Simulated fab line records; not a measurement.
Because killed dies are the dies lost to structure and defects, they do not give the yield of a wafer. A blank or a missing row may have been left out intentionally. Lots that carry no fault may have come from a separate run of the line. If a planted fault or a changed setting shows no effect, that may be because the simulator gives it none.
Which tool is to blame?    flow n5 finfet    Sampling: 14 lots, 41 wafers, 4 of 1938 route steps

WHAT EACH GAUGE READ, for each wafer
N5_SD_EPI_P_INSPECT_26: inspects for defects (darkfield). Usual: raw defect count reads 176 (standard deviation 31).
lot   measured     on                 raw defect count  flag
L702  day 3 12:40  defect inspect-02  166 197 235       
L703  day 3 16:59  defect inspect-02  143 174 183       
L704  day 3 21:56  defect inspect-02  164 160 130       
L705  day 4 03:46  defect inspect-02  177 172 173       
L706  day 4 16:02  defect inspect-02  213 156 120       
L707  day 4 20:47  defect inspect-02  172 166 246       
L708  day 5 00:29  defect inspect-02  228 160 130       
L711  day 5 14:16  defect inspect-01  132 151 159       
L713  day 6 03:50  defect inspect-01  189 205 184       
L714  day 6 16:47  defect inspect-01  147 137 184       
L715  day 6 20:11  defect inspect-01  156 139           
L716  day 7 01:08  defect inspect-01  198 188 198       
L717  day 7 08:51  defect inspect-02  196 158 189       
L724  day 8 22:28  defect inspect-01  146 180 140       

N5_ILD0_INSPECT_06: inspects for defects (darkfield). Usual: raw defect count reads 36 (standard deviation 15).
lot   measured     on                 raw defect count  flag
L702  day 3 20:06  defect inspect-02  54 53 44          
L703  day 4 00:35  defect inspect-02  47 58 40          
L704  day 4 05:34  defect inspect-01  60 28 54          
L705  day 4 10:47  defect inspect-02  32 29 33          
L706  day 4 23:03  defect inspect-01  38 30 27          
L707  day 5 04:46  defect inspect-01  55 34 44          
L708  day 5 08:07  defect inspect-02  35 43 42          
L711  day 5 21:22  defect inspect-01  26 33 21          
L713  day 6 12:08  defect inspect-02  61 21 49          
L714  day 6 23:54  defect inspect-01  33 11 60          
L715  day 7 03:13  defect inspect-02  19 34             
L716  day 7 08:17  defect inspect-01  11 36 15          
L717  day 7 16:05  defect inspect-02  39 49 45          
L724  day 9 06:34  defect inspect-02  28 17 36          

N5_HKMG_FIN_THK_MEAS_70: measures by xrf. Usual: HK_THK gives 1.613 nm (standard deviation 0.019).
lot   measured     on             HK_THK (nm)        flag
L702  day 4 05:41  film metro-02  1.640 1.622 1.629  
L703  day 4 09:28  film metro-02  1.622 1.588 1.608  
L704  day 4 14:00  film metro-02  1.621 1.595 1.656  
L705  day 4 19:29  film metro-01  1.582 1.607 1.607  
L706  day 5 07:59  film metro-02  1.614 1.629 1.659  
L707  day 5 13:39  film metro-02  1.587 1.587 1.624  
L708  day 5 17:19  film metro-02  1.635 1.605 1.639  
L711  day 6 06:01  film metro-02  1.601 1.640 1.654  
L713  day 6 20:45  film metro-01  1.617 1.619 1.600  
L714  day 7 08:56  film metro-02  1.573 1.633 1.619  
L715  day 7 12:32  film metro-01  2.940 2.937        OFF
L716  day 7 17:17  film metro-02  1.615 2.971 1.604  OFF
L717  day 8 00:48  film metro-01  1.589 1.597 2.939  OFF
L724  day 9 15:14  film metro-02  1.603 1.614 1.580  

WHAT TOOL EACH LOT RAN ON (gives the tool, then ch and the chambers of the sampled wafers, and finally the start)
lot   N5_HKMG_FIN_HK_ALD_01
L702  ald hk-03 ch 0,2, day 4 01:55
L703  ald hk-03 ch 0,1,2, day 4 05:58
L704  ald hk-03 ch 0,1,3, day 4 10:32
L705  ald hk-01 ch 0,1,3, day 4 16:02
L706  ald hk-01 ch 0,1,2, day 5 04:22
L707  ald hk-01 ch 1,2, day 5 10:19
L708  ald hk-02 ch 2,3, day 5 13:32
L711  ald hk-02 ch 0,1,2, day 6 02:31
L713  ald hk-01 ch 0,1, day 6 17:21
L714  ald hk-01 ch 0,2,3, day 7 05:37
L715  ald hk-01 ch 0,1, day 7 08:42
L716  ald hk-01 ch 0,1,3, day 7 13:23
L717  ald hk-01 ch 0,2,3, day 7 21:14
L724  ald hk-02 ch 0,3, day 9 11:46
- N5_HKMG_FIN_HK_ALD_01: deposits HfO2, target thk 1.6 nm, pulse time 3 s, purge time 3 s.

AS READ BY THE TOOLS THEMSELVES (means over the sampled wafers that have a number; for cases with no such wafer, the mark the record gives instead)
N5_HKMG_FIN_HK_ALD_01. Usual: precursor pulse height rel reads 0.999 (standard deviation 0.02).
lot   tool       precursor pulse height rel  flag
L702  ald hk-03  0.975                       
L703  ald hk-03  0.996                       
L704  ald hk-03  0.990                       
L705  ald hk-01  1.011                       
L706  ald hk-01  0.997                       
L707  ald hk-01  0.999                       
L708  ald hk-02  1.019                       
L711  ald hk-02  0.986                       
L713  ald hk-01  1.018                       
L714  ald hk-01  0.995                       
L715  ald hk-01  0.972                       
L716  ald hk-01  0.996                       
L717  ald hk-01  0.980                       
L724  ald hk-02  0.990                       

THE ANSWER, worked out from the rows above alone
Rule: a lot is off if the mean of its wafers that have a number lies more than 3 standard deviations from the usual mean. Also off: a lot with no number at a reading for which 4 or more lots have one. The other lots that the step has rows for count as sound. After the gauges, taken in route order, come the tools' own readings; for these a lot's mean is taken, as printed above. The first step at which some lot is off is used, and at that step the reading that is off furthest; a lot without a number counts as furthest.
Off: L715, L716, L717, seen at N5_HKMG_FIN_THK_MEAS_70 (HK_THK).
A tool fits if, at a process step before that reading, it ran every lot that is off, and no sound lot after the first of them. Those tools and the gauges at N5_HKMG_FIN_THK_MEAS_70 are tried in the same way. One candidate fits, namely ald hk-01 at N5_HKMG_FIN_HK_ALD_01. A fault onset in the window from L714 (day 7 05:37, its last sound lot) to L715 (day 7 08:42, its first lot off) fits.

WHAT HAD BEEN PUT IN BY THE SIMULATOR
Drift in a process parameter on ald hk-01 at N5_HKMG_FIN_HK_ALD_01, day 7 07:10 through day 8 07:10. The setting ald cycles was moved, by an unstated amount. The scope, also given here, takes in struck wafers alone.
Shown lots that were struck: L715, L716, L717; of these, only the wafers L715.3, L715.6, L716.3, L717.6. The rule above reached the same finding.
